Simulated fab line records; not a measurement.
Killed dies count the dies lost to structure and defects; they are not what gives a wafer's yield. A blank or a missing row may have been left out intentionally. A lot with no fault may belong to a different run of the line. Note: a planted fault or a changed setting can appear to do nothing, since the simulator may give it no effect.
Which tool was responsible? ; flow n5 finfet ; Sampling: 10 lots, 30 wafers, 5 of 1938 route steps

WHAT EACH GAUGE READ, for each wafer
N5_GATE_CUT_OVL_MEAS_14.
lot;measured;on;GATE_CUT_OVL (nm)
L766;day 4 15:40;overlay-01;-1.0 0.2 -0.7
L770;day 5 17:11;overlay-02;-1.5 0.1 -0.2
L772;day 6 06:41;overlay-01;-0.2 -1.2 0.5
L775;day 7 00:42;overlay-02;-1.5 -0.9 -0.7
L777;day 7 14:37;overlay-01;0.5 0.5 0.3
L778;day 7 16:36;overlay-02;-0.3 -0.4 -0.9
L779;day 8 00:02;overlay-01;-0.2 -0.7 0.4
L784;day 9 04:32;overlay-02;-0.7 -0.7 0.4
L785;day 9 11:17;overlay-01;-0.3 0.5 0.1
L788;day 10 04:12;overlay-01;0.4 0.6 0.5

N5_GATE_CUT_INSPECT_15: inspects for defects (brightfield).
lot;measured;on;raw defect count
L766;day 4 15:43;defect inspect-02;93 114 130
L770;day 5 17:15;defect inspect-02;100 85 105
L772;day 6 06:44;defect inspect-01;127 151 117
L775;day 7 00:46;defect inspect-02;188 89 118
L777;day 7 14:40;defect inspect-01;101 128 113
L778;day 7 16:39;defect inspect-01;60 156 112
L779;day 8 00:05;defect inspect-01;131 166 108
L784;day 9 04:35;defect inspect-02;94 147 98
L785;day 9 11:22;defect inspect-02;73 50 98
L788;day 10 04:16;defect inspect-01;193 170 203

N5_BEOL_M4_RC_MEAS_101.
lot;measured;on;DIBL_N (mV/V);DIBL_P (mV/V);IOFF_N (nA/um);IOFF_P (nA/um);ION_N (uA/um);ION_P (uA/um);SS_N (mV/dec);SS_P (mV/dec);VT_N (mV);VT_P (mV)
L766;day 7 23:18;prober-01;35.0 37.3 36.1;35.9 38.7 37.2;0.143 0.184 0.163;0.21 0.26 0.23;657 680 663;457 468 460;71.2 71.9 72.0;73.6 74.2 73.8;253.3 247.2 250.5;-248 -245 -249
L770;day 9 18:32;prober-02;37.1 38.0 38.9;37.7 39.2 40.3;0.158 0.177 0.197;0.21 0.23 0.26;673 682 686;458 465 460;71.7 71.6 72.0;73.4 73.7 74.4;250.3 247.7 247.2;-253 -250 -249
L772;day 9 18:59;prober-01;36.0 37.8 37.8;35.8 37.9 37.7;0.153 0.184 0.179;0.19 0.22 0.21;673 667 684;455 450 457;72.0 72.8 72.0;73.9 73.8 73.6;249.3 247.4 245.8;-253 -251 -253
L775;day 10 17:21;prober-02;36.8 34.4 36.3;36.6 33.9 36.0;0.161 0.132 0.153;0.23 0.19 0.23;678 672 672;466 465 460;71.1 70.5 71.6;73.2 72.3 73.4;252.8 252.3 251.1;-248 -247 -249
L777;day 11 05:37;prober-02;37.6 35.4 36.4;38.3 34.8 36.9;0.190 0.134 0.165;0.26 0.19 0.23;675 655 686;466 447 467;71.9 70.7 71.2;73.5 72.7 73.6;247.7 255.9 248.5;-248 -253 -251
L778;day 11 10:47;prober-02;37.1 38.6 38.2;35.0 37.5 36.8;0.147 0.184 0.174;0.18 0.22 0.20;663 675 683;447 455 454;71.5 71.8 71.9;73.0 74.8 73.5;250.5 249.4 248.8;-255 -252 -253
L779;day 11 18:47;prober-02;36.8 38.4 37.9;37.7 39.3 38.4;0.165 0.190 0.181;0.23 0.27 0.25;676 678 676;463 470 468;71.1 71.7 71.4;74.2 73.5 73.5;250.1 249.8 249.2;-249 -246 -249
L784;day 12 13:56;prober-01;33.6 35.3 33.0;35.0 36.8 34.3;0.123 0.146 0.114;0.19 0.21 0.18;658 678 657;461 464 461;70.9 71.4 71.1;72.6 73.4 73.1;255.1 253.1 255.0;-251 -252 -256
L785;day 12 18:17;prober-02;37.8 35.1 34.4;39.6 36.1 35.9;0.191 0.142 0.128;0.22 0.17 0.17;679 671 656;457 448 454;71.9 71.0 70.8;74.2 73.7 73.8;247.5 251.1 255.7;-252 -258 -254
L788;day 13 15:49;prober-02;37.3 38.3 37.7;36.0 37.0 35.6;0.184 0.213 0.183;0.25 0.29 0.25;675 673 673;464 460 462;71.8 71.7 72.7;73.7 74.9 74.1;246.7 245.4 249.9;-246 -246 -247

WHICH TOOL RAN EACH LOT (tool, then ch and the chambers of the sampled wafers, then the start)
lot;N5_GATE_CUT_CUT_ETCH_53;N5_GATE_CUT_STRIP_21
L766;rie metal-03 ch 0, day 4 16:08;plasma asher-02 ch 0,1, day 4 16:26
L770;rie metal-02 ch 0,1, day 5 17:51;plasma asher-02 ch 0,1, day 5 18:08
L772;rie metal-02 ch 0,1, day 6 07:11;plasma asher-01 ch 0,1, day 6 07:29
L775;rie metal-02 ch 0,1, day 7 01:17;plasma asher-02 ch 0,1, day 7 01:35
L777;rie metal-01 ch 0,1, day 7 15:07;plasma asher-02 ch 0,1, day 7 15:24
L778;rie metal-02 ch 0,1, day 7 17:20;plasma asher-02 ch 1, day 7 17:37
L779;rie metal-02 ch 1, day 8 00:38;plasma asher-02 ch 0,1, day 8 00:55
L784;rie metal-03 ch 0,1, day 9 05:01;plasma asher-02 ch 0,1, day 9 05:19
L785;rie metal-01 ch 0,1, day 9 11:47;plasma asher-01 ch 0,1, day 9 12:04
L788;rie metal-01 ch 0,1, day 10 04:41;plasma asher-02 ch 0,1, day 10 04:58
- N5_GATE_CUT_CUT_ETCH_53: etches W in SF6/Cl2, target depth 79.2 nm.
- N5_GATE_CUT_STRIP_21: strips in N2/H2, time 30 s.

AS READ BY THE TOOLS THEMSELVES (means over the sampled wafers that have a number; for cases with no such wafer, the mark the record gives instead)
N5_GATE_CUT_CUT_ETCH_53.
lot;tool;drypump motor current A (A);etch rf on time s (s);oes product au (a.u.);rf fwd power W (W);throttle valve pct (%)
L766;rie metal-03;5.5;25.4;0.71;879.1;29.05
L770;rie metal-02;5.6;26.2;0.80;875.8;28.73
L772;rie metal-02;5.5;26.3;0.79;879.2;28.72
L775;rie metal-02;5.9;33.2;0.68;665.4;28.70
L777;rie metal-01;5.6;26.1;0.72;878.4;29.19
L778;rie metal-02;5.9;33.3;0.67;664.8;28.70
L779;rie metal-02;6.3;33.9;0.66;664.9;28.67
L784;rie metal-03;5.8;25.8;0.74;876.6;29.28
L785;rie metal-01;5.6;26.4;0.70;878.2;29.18
L788;rie metal-01;5.4;26.4;0.76;875.1;29.24

N5_GATE_CUT_STRIP_21.
lot;tool;drypump motor current A (A);heater power w (W)
L766;plasma asher-02;5.62;341
L770;plasma asher-02;5.49;334
L772;plasma asher-01;5.52;342
L775;plasma asher-02;5.63;334
L777;plasma asher-02;5.49;344
L778;plasma asher-02;5.74;329
L779;plasma asher-02;5.61;341
L784;plasma asher-02;5.49;348
L785;plasma asher-01;5.63;369
L788;plasma asher-02;5.63;337

THE ANSWER, worked out from the rows above alone
Rule: what is usual is taken from the lots themselves. Put in order of their means at a reading, lots are off if they are a third of the lots or fewer, leave a main group of 4 or more, and stand apart from it by a gap of 3 or more times the standard deviation of the main group's means; of several such gaps the widest counts. A main group is skipped when, at the precision printed for the reading in the tables above, its means are all equal. Also off: a lot with no number at a reading for which 4 or more lots have one. Where the step has rows for the other lots, those lots are counted as sound. First the gauges in route order, then the tools' own readings, where a lot's mean is used as printed above. The first step at which some lot is off is used, and at that step the reading that is off furthest; a lot without a number counts as furthest.
Off: L775, L778, L779, at N5_GATE_CUT_CUT_ETCH_53 (rf fwd power W). Main group: mean 877.5 W, sd 1.5.
A tool fits if, at that step or a process step before it, it ran every lot that is off, and no sound lot after the first of them. One candidate fits, namely rie metal-02 at N5_GATE_CUT_CUT_ETCH_53. A fault onset in the window from L772 (day 6 07:11, its last sound lot) to L775 (day 7 01:17, its first lot off) fits.
The tool's own readings at N5_GATE_CUT_CUT_ETCH_53 bear it out: on the lots that are off they differ by more than 5 times the standard deviation of the sound lots' means. etch rf on time s reads 33.5 s there against 26.1 s on the sound lots; rf fwd power W reads 665.0 W there against 877.5 W on the sound lots.

WHAT HAD BEEN PUT IN BY THE SIMULATOR
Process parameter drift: rie metal-02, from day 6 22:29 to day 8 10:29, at N5_GATE_CUT_CUT_ETCH_53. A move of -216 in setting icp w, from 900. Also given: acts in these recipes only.
Lots struck among those shown: L775, L778, L779. The rule given above showed the same thing.
